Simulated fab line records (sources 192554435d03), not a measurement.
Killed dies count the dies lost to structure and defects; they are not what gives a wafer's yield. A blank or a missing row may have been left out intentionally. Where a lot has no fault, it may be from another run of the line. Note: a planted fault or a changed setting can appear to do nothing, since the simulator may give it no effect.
8D (eight disciplines) problem report, filled in by code + flow n5_finfet + the parts of the form that need people (team, actions taken, sign-off) are left out

1. THE ISSUE
Wafers free of any fault read -0.1 nm (standard deviation 0.75) for V9_OVL at N5_BEOL_M10_OVL_MEAS_29, against a mean of 8.4 nm on 6 wafers of 2 lots. Measured from the usual mean, that is +11 standard deviations.
First seen on wafer L792.2, day 12 19:42, on overlay-01. The record has a number at this step for 31 wafers belonging to 11 lots. Rule for "out", or "out of limits": more than 4 standard deviations from the usual mean. The rest of the wafers with a number are treated as sound.

2. WHAT THIS IS AND IS NOT
| question                    | is                     | is not                                                                                 |
|-----------------------------|------------------------|----------------------------------------------------------------------------------------|
| which readings at this step | V9_OVL                 | -                                                                                      |
| which lots                  | L791, L792             | L783, L785, L786, L787, L789, L800, L801, L805, L806                                   |
| which wafers of those lots  | all that have a number | -                                                                                      |
| read on which gauges        | overlay-01, overlay-02 | -                                                                                      |
| when                        | from day 12 19:42      | up to then (13 sound wafers); but 12 sound wafers of L800, L801, L805, L806 came after |

3. THE SUSPECTS, EACH WITH WHAT RULES IT OUT
Counting: a tool stays on the suspect list if, at a process step up to the reading, it processed all lots that are out and no sound lot following the first of them.
- ruled out: the gauge at N5_BEOL_M10_OVL_MEAS_29. Those wafers that are out were read across 2 gauges (overlay-01, overlay-02).
- arfi_scanner-03 at N5_BEOL_M10_EXPOSE_25 (exposes mask V9): kept. Every lot that is out went through it, starting with L792 (day 12 19:33), and after that it ran no sound lot; the last sound lot it ran before then is L785 (day 11 00:49).
The count leaves arfi_scanner-03 at N5_BEOL_M10_EXPOSE_25.

4. THE CAUSE (what the simulator had put in)
Scanner matching overlay: arfi_scanner-03, from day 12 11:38 on, at N5_BEOL_M10_EXPOSE_25. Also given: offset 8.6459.
Counting left only this tool.

5. SEQUENCE OF EFFECTS, ordered by route
One row per reading whose mean, taken over the struck wafers that have a number, lies over 3 standard deviations from the usual. Readings are gone through only where the record gives a usual standard deviation; hours: the median, over the lots, of the time from a lot's start at the first step in this table giving one to that lot's start at this step; sigmas: the change measured in usual standard deviations.
| hours | step                    | reading | usual   | on struck wafers | change | sigmas |
|-------|-------------------------|---------|---------|------------------|--------|--------|
| 0     | N5_BEOL_M10_OVL_MEAS_29 | V9_OVL  | -0.1 nm | 8.4              | +8.5   | +11    |

6. HOW IT WOULD HAVE BEEN CAUGHT EARLIER
The first out-of-limits reading at a measuring or inspecting step in this record came at day 12 19:42, 8 hours after the fault's start at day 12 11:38.
Lots out: 2; of these, L791 started N5_BEOL_M10_EXPOSE_25 on arfi_scanner-03 after day 12 19:42. Putting the tool on hold at that point would have spared it.
